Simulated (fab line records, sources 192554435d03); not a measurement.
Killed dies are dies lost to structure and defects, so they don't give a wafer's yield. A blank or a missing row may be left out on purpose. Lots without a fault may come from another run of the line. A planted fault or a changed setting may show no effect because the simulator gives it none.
fab line records | flow n5_finfet | part 2 of 2: steps 5 to 6 of 6
record lots=21 wafers=63 last_day=17
route steps=1938 shown PMOS_HMC_CHANNEL_EPI@87 FIN_SAQP@98
lots that met no fault: from a run of the same line without faults
start_h: hours from the record's first day to the start of the lot's first wafer shown | wait_h: hours since the lot's step before | " the same as in the row above | L1.1+2: a row that stands for several wafers | - no value, or no start given | * or withheld: withheld | < > ~ a bound
route shown NAME@n: a module of which the file shows steps, and the number in the route of the first | usual: mean/standard deviation of fault-free wafers | same: alike in all rows | chamber/n: place in a boat | sites: the reading at each site | _std_site: their standard deviation | _edge_site: outer sites' mean less inner sites' | radius_mm: how far each site lies from the wafer's centre | mask NAME#n: copy n | behind: the tool/chamber that last shaped the wafer | hold: why the lot was held/for how many hours/how that ended | device: the transistor (n, p or np) that didn't switch | end of line: the same wafers' tests at the end of the route | a step without rows: its recipe alone | killed: dies lost to structure and defects at the first sort, not the wafer's yield | map: a wafer's dies, x killed, . not, _ none there
set.NAME: the setting as run; set.NAME@STEP: as run at that earlier step | model.NAME: the simulator's own value behind a step, which no gauge read
steps of the route over a sample of lots; a table a step, a row a wafer
services: from which hour (start_h, from the record's first day; less than 0 if before it) a tool's chamber was out of use, for how many hours, and why
## steps
# step N5_FIN_SAQP_MANDREL_ETCH_22
# recipe target_depth_a=600 chemistry=HBr/Cl2 target=a-Si stop_on=SiNx bt_time_s=10 over_etch_frac=0.5 time_s=30 pressure_mtorr=10 icp_w=800 bias_w=75 HBr_flow_sccm=150 Cl2_flow_sccm=80 ends=end_point
# usual chamber_pressure_mTorr=10.000/0.0092 drypump_motor_current_A=5.8/0.38 mfc_cl2_sccm=80.03/0.24 oes_product_au=0.766/0.012 throttle_valve_pct=35.30/0.22
# columns lot.wafer tool chamber start_h wait_h chamber_pressure_mTorr drypump_motor_current_A mfc_cl2_sccm oes_product_au rf_hours_counter_h throttle_valve_pct
L074.3 rie_si-02 2 21.86 0.0 10.001 5.7 80.11 0.758 148 35.23
L074.4 " 3 " " 9.997 5.5 79.77 0.768 7 35.42
L074.5 " 0 " " 10.028 5.3 79.77 0.769 - 35.09
L075.2 rie_si-02 3 29.22 0.0 10.001 5.6 80.28 0.779 7 35.40
L075.3 " 1 " " 9.996 5.7 79.89 0.792 5 35.50
L075.5 " 2 " " 9.998 5.6 79.98 0.767 - 35.21
L076.2 rie_si-03 2 33.97 0.0 9.991 5.7 79.95 0.751 65 35.55
L076.4 " 0 " " 10.001 5.8 80.00 0.770 8 35.33
L076.6 " 0 " " 9.993 5.7 80.00 0.771 - 35.32
L077.2 rie_si-03 2 41.22 0.0 10.000 5.7 80.24 0.755 65 35.54
L077.4 " 0 " " 9.993 5.8 80.19 0.764 8 35.33
L077.5 " 0 " " 10.012 5.8 80.41 0.765 - 35.31
L078.3 rie_si-03 0 46.12 0.0 9.992 5.8 80.24 0.756 8 35.35
L078.4 " 1 " " 9.983 6.7 79.62 0.768 0 35.38
L078.5 " 0 " " 10.013 5.8 79.99 0.764 - 35.33
L079.1 rie_si-03 0 52.44 0.0 10.022 5.7 79.84 0.749 8 35.34
L079.2 " 3 " " 9.990 5.6 80.23 0.768 37 34.77
L079.6 " 2 " " 9.993 5.7 80.27 0.754 - 35.55
L080.1 rie_si-04 2 59.19 0.0 9.998 6.3 79.81 0.760 116 35.08
L080.2 " 1 " " 10.015 5.5 80.03 0.753 80 35.69
L080.5 " 0 " " 10.004 6.3 80.47 0.771 - 35.07
L081.2 rie_si-04 1 64.47 0.0 10.012 5.5 80.26 0.771 80 35.69
L081.3 " 0 " " 10.005 6.3 80.19 0.779 85 35.04
L081.4 " 3 " " 9.980 6.1 80.09 0.772 36 35.32
L082.1 rie_si-02 1 70.51 0.0 9.991 5.7 80.40 0.780 5 35.50
L082.3 " 3 " " 10.018 5.5 80.13 0.770 8 35.40
L082.6 " 2 " " 9.994 5.6 79.65 0.768 - 35.19
L084.2 rie_si-02 0 82.58 0.0 10.000 5.3 80.16 0.751 108 35.12
L084.3 " 2 " " 9.992 5.6 79.81 0.772 150 35.22
L084.6 " 3 " " 9.997 5.5 80.19 0.779 - 35.39
L085.1 rie_si-02 3 88.68 0.0 10.004 5.6 80.33 0.777 9 35.41
L085.4 " 2 " " 10.003 5.6 79.93 0.768 150 35.19
L085.5 " 3 " " 10.005 5.6 80.34 0.783 - 35.40
L086.4 rie_si-03 0 96.26 0.0 10.000 5.8 79.89 0.759 9 35.34
L086.5 " 1 " " 9.993 6.7 79.77 0.765 - 35.39
L086.6 " 0 " " 9.995 5.8 80.03 0.763 - 35.34
L087.3 rie_si-02 2 103.15 0.0 10.003 5.6 80.05 0.766 150 35.21
L087.4 " 1 " " 9.993 5.7 80.33 0.789 6 35.48
L087.6 " 1 " " 9.989 5.7 80.54 0.781 - 35.49
L088.1 rie_si-02 2 107.39 0.0 9.998 5.6 79.83 0.753 150 35.24
L088.4 " 0 " " 10.002 5.3 79.75 0.752 109 35.12
L088.6 " 2 " " 9.996 5.6 80.09 0.776 - 35.19
L089.1 rie_si-02 2 115.12 0.0 9.991 5.6 79.67 0.755 150 35.21
L089.2 " 0 " " 9.993 5.3 80.55 0.739 109 35.12
L089.4 " 3 " " 9.991 5.5 80.01 0.785 - 35.38
L090.2 rie_si-02 3 120.56 0.0 10.007 5.5 80.00 0.767 9 35.41
L090.3 " 1 " " 10.000 5.7 79.61 0.772 6 35.52
L090.5 " 1 " " 9.984 5.7 79.68 0.785 - 35.48
L092.3 rie_si-02 1 130.76 0.0 9.998 5.7 79.85 0.777 6 35.53
L092.5 " 0 " " 10.004 5.3 79.89 0.745 - 35.14
L092.6 " 1 " " 9.994 5.7 79.82 0.771 - 35.49
L093.2 rie_si-02 3 137.21 0.0 9.993 5.5 79.77 0.781 10 35.42
L093.4 " 1 " " 10.026 5.7 80.25 0.785 6 35.48
L093.6 " 1 " " 10.002 5.7 80.33 0.793 - 35.47
L095.2 rie_si-02 2 148.88 0.0 9.999 5.6 80.08 0.763 151 35.21
L095.4 " 0 " " 10.002 5.3 79.71 0.745 109 35.11
L095.6 " 2 " " 10.014 5.6 80.02 0.774 - 35.21
L096.1 rie_si-02 1 154.77 0.0 10.002 5.7 80.01 0.778 7 35.51
L096.2 " 2 " " 9.997 5.6 80.49 0.755 151 35.23
L096.6 " 0 " " 10.003 5.3 80.21 0.745 - 35.11
L097.2 rie_si-04 2 159.78 0.0 10.004 6.2 79.75 0.762 117 35.10
L097.3 " 1 " " 10.013 5.5 79.94 0.765 82 35.70
L097.5 " 1 " " 10.001 5.6 79.72 0.765 - 35.68
# step N5_FIN_SAQP_ETCH_57
# recipe chemistry=CH3F/O2 target=SiNx mask_material=SiO2 target_depth_a=325 time_s=46.4 pressure_mtorr=30 source_w=395 bias_w=73 Ar_flow_sccm=150 CH3F_flow_sccm=30 O2_flow_sccm=20 ion_energy_ev=120 ends=cleared
# usual chamber_pressure_mTorr=29.998/0.027 drypump_motor_current_A=6.0/0.49 etch_rf_on_time_s=46.6/0.79 oes_product_au=0.67/0.06 rf_vpp_V=298.0/2.6 showerhead_plenum_p_Torr=2.02/0.067 throttle_valve_pct=16.32/0.16
# columns lot.wafer tool chamber start_h wait_h chamber_pressure_mTorr drypump_motor_current_A etch_rf_on_time_s oes_product_au rf_hours_counter_h rf_vpp_V showerhead_plenum_p_Torr throttle_valve_pct
L074.3 rie_diel-01 1 23.62 0.0 30.037 6.7 44.7 0.80 18 297.8 2.05 16.54
L074.4 " 3 " " 29.990 5.1 45.5 0.65 181 294.1 1.92 16.39
L074.5 " 0 " " 30.009 5.5 45.0 0.82 - 298.0 2.05 16.52
L075.2 rie_diel-01 3 31.51 0.1 29.994 5.1 46.3 0.64 183 295.0 1.91 16.39
L075.3 " 2 " " 29.977 6.6 47.3 0.63 163 298.1 2.00 16.31
L075.5 " 0 " " 29.998 5.5 46.9 0.81 - 297.3 2.05 16.51
L076.2 rie_diel-05 0 36.01 0.3 29.984 5.6 46.4 0.77 31 300.1 1.96 16.06
L076.4 " 1 " " 29.978 6.3 46.4 0.61 197 305.0 2.08 16.39
L076.6 " 2 " " 30.027 6.6 47.0 0.70 - 297.2 2.02 16.26
L077.2 rie_diel-05 1 42.99 0.0 30.017 6.3 46.3 0.61 200 304.3 2.07 16.38
L077.4 " 2 " " 29.991 6.6 47.3 0.71 92 297.7 2.02 16.27
L077.5 " 1 " " 29.995 6.2 48.0 0.61 - 303.7 2.07 16.39
L078.3 rie_diel-04 3 47.97 0.1 30.067 5.7 46.5 0.65 146 299.3 2.10 16.12
L078.4 " 2 " " 30.002 5.7 46.6 0.61 200 294.6 2.07 16.12
L078.5 " 3 " " 29.995 5.7 46.6 0.65 - 298.0 2.10 16.09
L079.1 rie_diel-04 0 54.52 0.4 30.003 6.6 45.8 0.63 179 296.3 1.90 16.11
L079.2 " 2 " " 30.021 5.7 46.2 0.60 202 294.8 2.07 16.13
L079.6 " 3 " " 29.989 5.7 46.4 0.65 - 297.6 2.09 16.13
L080.1 rie_diel-04 1 61.29 0.0 29.980 5.7 45.3 0.71 84 299.0 2.02 16.49
L080.2 " 3 " " 29.976 5.6 45.5 0.65 150 298.1 2.09 16.13
L080.5 " 2 " " 29.940 5.7 46.0 0.60 - 291.4 2.06 16.12
L081.2 rie_diel-01 1 66.31 0.0 30.011 6.7 47.5 0.77 32 299.9 2.05 16.57
L081.3 " 3 " " 29.966 5.1 47.1 0.63 194 294.0 1.91 16.38
L081.4 " 2 " " 29.977 6.6 47.0 0.63 174 298.3 2.00 16.33
L082.1 rie_diel-04 2 72.30 0.0 30.012 5.7 45.5 0.59 208 293.8 2.06 16.14
L082.3 " 3 " " 30.058 5.6 46.8 0.64 153 297.6 2.09 16.13
L082.6 " 0 " " 29.969 6.6 46.4 0.62 - 298.8 1.90 16.12
L084.2 rie_diel-04 2 84.64 0.0 30.001 5.7 45.6 0.60 211 293.7 2.06 16.16
L084.3 " 0 " " 30.012 6.6 46.6 0.62 189 298.0 1.90 16.11
L084.6 " 3 " " 29.982 5.7 46.9 0.65 - 297.5 2.09 16.12
L085.1 rie_diel-04 1 91.14 0.2 30.013 5.7 45.0 0.70 94 299.8 2.01 16.50
L085.4 " 3 " " 29.968 5.7 46.7 0.64 159 297.5 2.09 16.15
L085.5 " 1 " " 29.989 5.7 46.1 0.70 - 298.9 2.01 16.50
L086.4 rie_diel-04 3 98.42 0.3 30.016 5.7 47.5 0.64 163 297.3 2.09 16.13
L086.5 " 2 " " 29.990 5.7 47.3 0.60 - 293.3 2.06 16.16
L086.6 " 3 " " 29.996 5.7 46.8 0.65 - 296.7 2.09 16.14
L087.3 rie_diel-04 1 104.94 0.1 29.995 5.7 44.9 0.69 99 299.0 2.01 16.50
L087.4 " 3 " " 29.991 5.7 46.9 0.64 164 296.8 2.09 16.16
L087.6 " 0 " " 30.010 6.6 47.1 0.62 - 296.5 1.90 16.14
L088.1 rie_diel-04 3 111.93 0.4 30.007 5.7 46.1 0.63 168 298.6 2.09 16.16
L088.4 " 0 " " 30.017 6.6 46.1 0.62 200 295.8 1.90 16.14
L088.6 " 1 " " 29.989 5.7 45.6 0.69 - 298.1 2.01 16.53
L089.1 rie_diel-05 1 117.17 0.3 30.000 6.2 46.5 0.60 229 303.6 2.06 16.43
L089.2 " 0 " " 29.991 5.6 47.0 0.73 62 299.9 1.95 16.13
L089.4 " 2 " " 30.015 6.6 47.4 0.68 121 296.2 2.01 16.31
L090.2 rie_diel-05 3 122.60 0.1 30.041 5.5 46.8 0.68 105 297.4 2.11 16.45
L090.3 " 1 " " 30.016 6.3 47.1 0.59 232 302.6 2.06 16.45
L090.5 " 1 " " 29.963 6.3 47.6 0.59 - 303.9 2.06 16.45
L092.3 rie_diel-01 2 133.20 0.0 30.010 6.6 47.3 0.61 187 298.6 1.99 16.36
L092.5 " 2 " " 30.014 6.6 48.6 0.60 - 299.3 1.99 16.37
L092.6 " 1 " " 29.990 6.6 47.5 0.75 - 299.0 2.04 16.59
L093.2 rie_diel-05 0 139.57 0.2 29.962 5.6 46.9 0.72 71 298.2 1.94 16.16
L093.4 " 1 " " 29.969 6.3 47.1 0.59 239 303.5 2.06 16.48
L093.6 " 3 " " 29.981 5.6 46.8 0.69 - 297.4 2.11 16.44
L095.2 rie_diel-05 0 151.55 0.0 29.952 5.6 46.5 0.71 76 297.9 1.94 16.17
L095.4 " 3 " " 30.026 5.6 47.3 0.67 115 296.6 2.11 16.44
L095.6 " 2 " " 29.988 6.6 47.0 0.67 - 297.8 2.01 16.36
L096.1 rie_diel-05 0 156.65 0.0 30.017 5.6 46.5 0.71 78 298.4 1.94 16.17
L096.2 " 1 " " 30.025 6.3 45.5 0.59 246 303.9 2.06 16.49
L096.6 " 0 " " 29.969 5.6 46.4 0.71 - 298.7 1.94 16.17
L097.2 rie_diel-01 1 161.62 0.0 29.975 6.6 47.0 0.74 57 300.5 2.04 16.60
L097.3 " 0 " " 29.975 5.5 46.6 0.75 52 298.9 2.04 16.58
L097.5 " 0 " " 29.994 5.5 47.1 0.76 - 297.8 2.04 16.58
## services
# columns tool chamber start_h hours kind
epi_rpcvd-03 - -0.23 1.9 repair
pecvd-02 2 21.12 - clean
pecvd-02 2 21.12 - consumable_replace:showerhead
pecvd-02 2 21.12 29.0 scheduled_down
pecvd-02 2 21.12 29.0 vent_cycle
rie_diel-04 0 40.18 2.6 repair
pecvd-04 1 45.63 2.1 scheduled_down
pecvd-02 0 49.39 13.0 repair
rie_si-03 - 63.10 0.3 repair
rie_si-03 - 75.64 0.5 repair
pecvd-01 2 85.87 5.5 scheduled_down
rie_diel-01 - 88.48 28.1 pm
epi_rpcvd-01 - 91.51 0.6 repair
rie_diel-04 - 101.30 0.5 repair
rie_si-04 2 102.60 31.7 repair
rie_si-02 1 115.06 2.8 repair
pecvd-02 2 117.26 2.1 scheduled_down
rie_si-02 2 118.44 7.4 repair
rie_diel-05 2 119.71 1.5 repair
rie_si-04 - 120.76 0.2 repair
epi_rpcvd-01 - 131.06 8.1 pm
rie_si-03 - 131.84 2.8 pm
rie_si-03 - 141.01 1.1 repair
rie_diel-04 1 160.26 9.4 repair
